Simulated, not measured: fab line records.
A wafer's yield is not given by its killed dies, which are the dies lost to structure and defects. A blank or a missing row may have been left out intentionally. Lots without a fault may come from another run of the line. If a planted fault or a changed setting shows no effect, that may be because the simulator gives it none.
Split-lot experiment + flow n5 finfet + 21 wafers read across 7 lots, on a route 1938 steps long

THE SPLIT ITSELF
At N5_BEOL_M11_ETCH_66 (etches SOC in N2/H2, target depth 120 nm, overetch 24 nm, time 180 s), the setting time s was moved away from the recipe's 180 s on 6 of the 21 wafers read, by -20.5% to +19.4%. For the rest of the wafers, this setting stayed at what the recipe calls for.

The reading is taken at the split's own step.

THE READING
SiARC_of_BEOL_M11_COAT_64.thk nm (the simulator's own value, which no gauge read), in nm, at N5_BEOL_M11_ETCH_66 (etches SOC in N2/H2, target depth 120 nm, overetch 24 nm, time 180 s). No usual value for it is given in the file. The 15 wafers here that ran the recipe average 22.7 nm, standard deviation 0.16 nm.

| wafer  | tool, chamber at the split | time s as run, s | against the recipe | SiARC_of_BEOL_M11_COAT_64.thk nm, nm | against lot-mates on the recipe |
|--------|----------------------------|------------------|--------------------|--------------------------------------|---------------------------------|
| L076.2 | rie diel-02, 1,0           | 180              | recipe             | 22.8                                 | -                               |
| L076.4 | rie diel-02, 1,0           | 180              | recipe             | 22.8                                 | -                               |
| L076.6 | rie diel-02, 0             | 145.6            | -19.1%             | 24.2                                 | +1.4                            |
| L075.2 | rie diel-03, 3,0           | 180              | recipe             | 22.8                                 | -                               |
| L075.5 | rie diel-03, 3,0           | 180              | recipe             | 22.8                                 | -                               |
| L075.6 | rie diel-03, 1             | 143.1            | -20.5%             | 24.2                                 | +1.4                            |
| L084.3 | rie diel-03, 1             | 163.5            | -9.2%              | 23.4                                 | +0.6                            |
| L084.4 | rie diel-03, 0,1           | 180              | recipe             | 22.8                                 | -                               |
| L084.5 | rie diel-03, 0,1           | 180              | recipe             | 22.8                                 | -                               |
| L088.3 | rie diel-05, 0             | 214.9            | +19.4%             | 21                                   | -1.7                            |
| L088.4 | rie diel-05, 1             | 180              | recipe             | 23                                   | -                               |
| L088.5 | rie diel-05, 2             | 180              | recipe             | 22.4                                 | -                               |
| L091.3 | rie diel-02, 2             | 180              | recipe             | 22.8                                 | -                               |
| L091.5 | rie diel-02, 3,0           | 180              | recipe             | 22.6                                 | -                               |
| L091.6 | rie diel-02, 3,0           | 180              | recipe             | 22.6                                 | -                               |
| L093.2 | rie diel-02, 0,2           | 207.1            | +15.1%             | 21.6                                 | -1.0                            |
| L093.4 | rie diel-02, 0,2           | 207.1            | +15.1%             | 21.6                                 | -1.0                            |
| L093.3 | rie diel-02, 1             | 180              | recipe             | 22.6                                 | -                               |
| L095.2 | rie diel-05, 2             | 180              | recipe             | 22.4                                 | -                               |
| L095.3 | rie diel-05, 3             | 180              | recipe             | 22.8                                 | -                               |
| L095.5 | rie diel-05, 3             | 180              | recipe             | 22.8                                 | -                               |
Rows listing several chambers each stand for several wafers; the file does not say which wafer went through which chamber.

FIT RESULTS
A straight line over all 21 wafers: SiARC_of_BEOL_M11_COAT_64.thk nm changes by -0.0777 nm for each +1% of time s; r = -0.98; the points scatter about the line by 0.15 nm.
The same after taking each lot's own level away (the mean of its wafers on the recipe; 21 wafers): -0.073 nm for each +1%; r = -0.98; scatter 0.15 nm.
Per that fit: largest time s move, reading shift of 1.5 nm.
Across the lots, their own levels run from 22.60 to 22.80 nm, a range of 1.2 times the standard deviation given above.
The two slopes are in agreement: the lot-to-lot level therefore moves the slope only a little.
Check: with one of the wafers moved furthest among these (-20.5%) left out of the fit, the line predicts +1.52 nm for it against its lot-mates. Against them it came out at +1.4 nm.

THE OTHER SPLITS THESE WAFERS WENT THROUGH
These wafers also went through other splits before the reading. Each is held against what the fit with the lots' levels taken away leaves over:
| other split on the same wafers    | wafers away from the commonest value | r with SiARC_of_BEOL_M11_COAT_64.thk nm (lot level and that fit taken away) |
|-----------------------------------|--------------------------------------|-----------------------------------------------------------------------------|
| N5_BEOL_M9_COAT_60 spin rpm       | 5                                    | -0.17                                                                       |
| N5_BEOL_M9_ETCH_62 source w       | 4                                    | -0.01                                                                       |
| N5_BEOL_M10_TRENCH_ETCH_37 time s | 10                                   | +0.08                                                                       |

THE FILE'S OWN FIT
SiARC_of_BEOL_M11_COAT_64.thk nm changes by -0.074 nm for each +1% of time s, r = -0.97.
